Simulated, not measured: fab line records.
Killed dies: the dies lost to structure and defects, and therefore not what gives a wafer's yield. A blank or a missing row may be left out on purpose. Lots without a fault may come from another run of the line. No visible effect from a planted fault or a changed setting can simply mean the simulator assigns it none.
Lot-split experiment -- flow n5 finfet -- 7 lots, 21 wafers read, on a route of 1938 steps

== THE SPLIT ==
At N5_BEOL_M5_EXPOSE_08 (exposes mask M5, target cd 28 nm), the setting dose mj was moved away from the recipe's 35.75 on 6 of the 21 wafers read, by -4.9% to +7.5%. All remaining wafers had this setting at the recipe value.

== FROM THE SPLIT TO THE READING: what the file shows between them, 2 steps ==
- N5_BEOL_M5_PEB_09: peb time 60 s
- N5_BEOL_M5_DEVELOP_10: develop time 30 s

== THE READING ==
Shown in nm: cd nm at N5_BEOL_M5_CD_MEAS_11, with target cd 27.74 nm. Fault-free wafers of this fab line usually give 27.94 nm, standard deviation 0.25 nm.

wafer,"tool, chamber at the split",dose mj as run,against the recipe,"cd nm, nm",against lot-mates on the recipe
L078.3,"euv scanner-01, 0",38.43,+7.5%,29.39,+1.41
L078.5,"euv scanner-01, 0",38.43,+7.5%,29.60,+1.62
L078.6,"euv scanner-01, 0",35.75,recipe,27.98,-
L081.1,"euv scanner-01, 0",35.75,recipe,28.12,-
L081.2,"euv scanner-01, 0",35.75,recipe,28.32,-
L081.4,"euv scanner-01, 0",35.75,recipe,27.68,-
L084.1,"euv scanner-01, 0",35.75,recipe,28.08,-
L084.3,"euv scanner-01, 0",35.75,recipe,27.95,-
L084.5,"euv scanner-01, 0",35.75,recipe,27.75,-
L083.2,"euv scanner-01, 0",35.75,recipe,27.64,-
L083.5,"euv scanner-01, 0",35.75,recipe,27.84,-
L083.6,"euv scanner-01, 0",35.75,recipe,27.75,-
L082.1,"euv scanner-02, 0",33.99,-4.9%,26.76,-1.30
L082.3,"euv scanner-02, 0",35.75,recipe,28.21,-
L082.6,"euv scanner-02, 0",35.75,recipe,27.92,-
L096.2,"euv scanner-02, 0",34.02,-4.8%,26.40,no lot-mate on the recipe
L096.3,"euv scanner-02, 0",34.02,-4.8%,26.94,no lot-mate on the recipe
L096.6,"euv scanner-02, 0",34.02,-4.8%,26.66,no lot-mate on the recipe
L097.2,"euv scanner-02, 0",35.75,recipe,28.34,-
L097.3,"euv scanner-02, 0",35.75,recipe,28.08,-
L097.4,"euv scanner-02, 0",35.75,recipe,28.24,-

THE FIT
A straight line over all 21 wafers: cd nm changes by +0.23 nm for each +1% of dose mj; r = +0.95; the points scatter about the line by 0.24 nm.
The same after taking each lot's own level away (the mean of its wafers on the recipe; 18 wafers): +0.215 nm for each +1%; r = +0.96; scatter 0.17 nm.
That fit puts the effect of the largest move of dose mj on the reading at 1.6 nm.
From 27.743 to 28.220 nm: that is the span of the lots' own levels, equal to 1.9 times the standard deviation above.
So the lot-to-lot level changes the slope little: the two slopes agree.
Check: for one of the wafers moved furthest among these (+7.5%), held out of the fit, the line's prediction against its lot-mates is +1.72 nm. It came out at +1.41 nm against them.

== ADDITIONAL SPLITS CARRIED BY THESE WAFERS ==
Note: prior to the reading, these wafers also went through further splits. Each is held against what the fit with the lots' levels taken away leaves over:
other split on the same wafers,wafers away from the commonest value,r with cd nm (lot level and that fit taken away)
N5_BEOL_M0_ETCH_109 bias w,6,+0.06
N5_BEOL_M1_ILD_DEP_00 time s,5,-0.12
N5_BEOL_M1_PECVD_72 time s,9,+0.28
N5_BEOL_M1_TRENCH_ETCH_37 time s,7,+0.00
N5_BEOL_M2_ETCH_69 bias w,2,-0.23
N5_BEOL_M2_TRENCH_ETCH_37 bias w,7,+0.18
N5_BEOL_M3_COAT_05 spin rpm,5,-0.02

== THE FILE'S OWN FIT ==
cd nm changes by +0.221 nm for each +1% of dose mj, r = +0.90.
